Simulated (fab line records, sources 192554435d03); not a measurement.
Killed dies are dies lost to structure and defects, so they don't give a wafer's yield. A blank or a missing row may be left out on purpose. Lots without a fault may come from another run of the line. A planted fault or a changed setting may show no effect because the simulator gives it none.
fab line records | flow n5_finfet
record lots=7 wafers=39
route steps=1938 shown MOL_CONTACT_COAG@532
start_h: hours from the record's first day to the start of the lot's first wafer shown | wait_h: hours since the lot's step before | " the same as in the row above | L1.1+2: a row that stands for several wafers | - no value, or no start given | * or withheld: withheld | < > ~ a bound
route shown NAME@n: a module of which the file shows steps, and the number in the route of the first | usual: mean/standard deviation of fault-free wafers | same: alike in all rows | chamber/n: place in a boat | sites: the reading at each site | _std_site: their standard deviation | _edge_site: outer sites' mean less inner sites' | radius_mm: how far each site lies from the wafer's centre | mask NAME#n: copy n | behind: the tool/chamber that last shaped the wafer | hold: why the lot was held/for how many hours/how that ended | device: the transistor (n, p or np) that didn't switch | end of line: the same wafers' tests at the end of the route | a step without rows: its recipe alone | killed: dies lost to structure and defects at the first sort, not the wafer's yield | map: a wafer's dies, x killed, . not, _ none there
set.NAME: the setting as run; set.NAME@STEP: as run at that earlier step | model.NAME: the simulator's own value behind a step, which no gauge read
lots whose settings were changed on purpose; a table a step, a row a wafer
## steps
# step N5_MOL_CONTACT_COAG_ETCH_106
# recipe chemistry=N2/H2 target=SOC target_depth_a=800 overetch_a=160 mask_material=SiARC temp_c=40 time_s=120 ion_energy_ev=200 pressure_mtorr=30 source_w=840 bias_w=150 n2_flow_sccm=200 h2_flow_sccm=200
# usual rf_vpp_V=525.0/2.5
# columns lot.wafer tool chamber start_h wait_h set.source_w rf_vpp_V
L074.1 rie_diel-03 3 86.22 0.0 840 521.7
L074.2 " 0 " " 840 525.0
L074.3 " 2 " " 840 525.1
L074.4 " 1 " " 840 527.6
L074.5 " 0 " " 840 526.5
L074.6 " 3 " " 840 522.9
L075.2 rie_diel-03 2 97.40 0.0 840 524.7
L075.4 " 0 " " 840 525.8
L075.6 " 3 " " 840 522.1
L080.1 rie_diel-03 0 126.75 0.0 777.1 539.6
L080.2 " 1 " " 840 527.4
L080.3 " 3 " " 777.1 537.2
L080.4 " 2 " " 840 524.7
L080.5 " 0 " " 840 526.6
L080.6 " 3 " " 777.1 535.7
L087.1 rie_diel-03 2 167.05 0.0 840 526.4
L087.2 " 1 " " 840 526.8
L087.3 " 0 " " 840 524.9
L087.4 " 3 " " 840 521.3
L087.5 " 2 " " 840 525.3
L087.6 " 3 " " 840 520.5
L089.1 rie_diel-03 0 175.92 0.0 840 526.0
L089.2 " 3 " " 725.6 548.1
L089.3 " 2 " " 840 523.9
L089.4 " 1 " " 840 525.3
L089.5 " 1 " " 725.6 552.8
L089.6 " 2 " " 725.6 549.8
L090.1 rie_diel-06 3 191.20 0.0 840 530.7
L090.2 " 0 " " 956.3 504.2
L090.3 " 2 " " 956.3 500.9
L090.4 " 1 " " 840 525.4
L090.5 " 0 " " 840 526.6
L090.6 " 3 " " 956.3 506.5
L093.1 rie_diel-01 0 211.59 0.0 840 527.6
L093.2 " 1 " " 791.1 529.8
L093.3 " 2 " " 840 526.8
L093.4 " 2 " " 791.1 538.6
L093.5 " 1 " " 840 519.8
L093.6 " 0 " " 791.1 537.3
## key
split step=N5_MOL_CONTACT_COAG_ETCH_106 setting=source_w stated=840 by=wafer
response step=N5_MOL_CONTACT_COAG_ETCH_106 reading=rf_vpp_V change=-1.75 per=1% r=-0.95
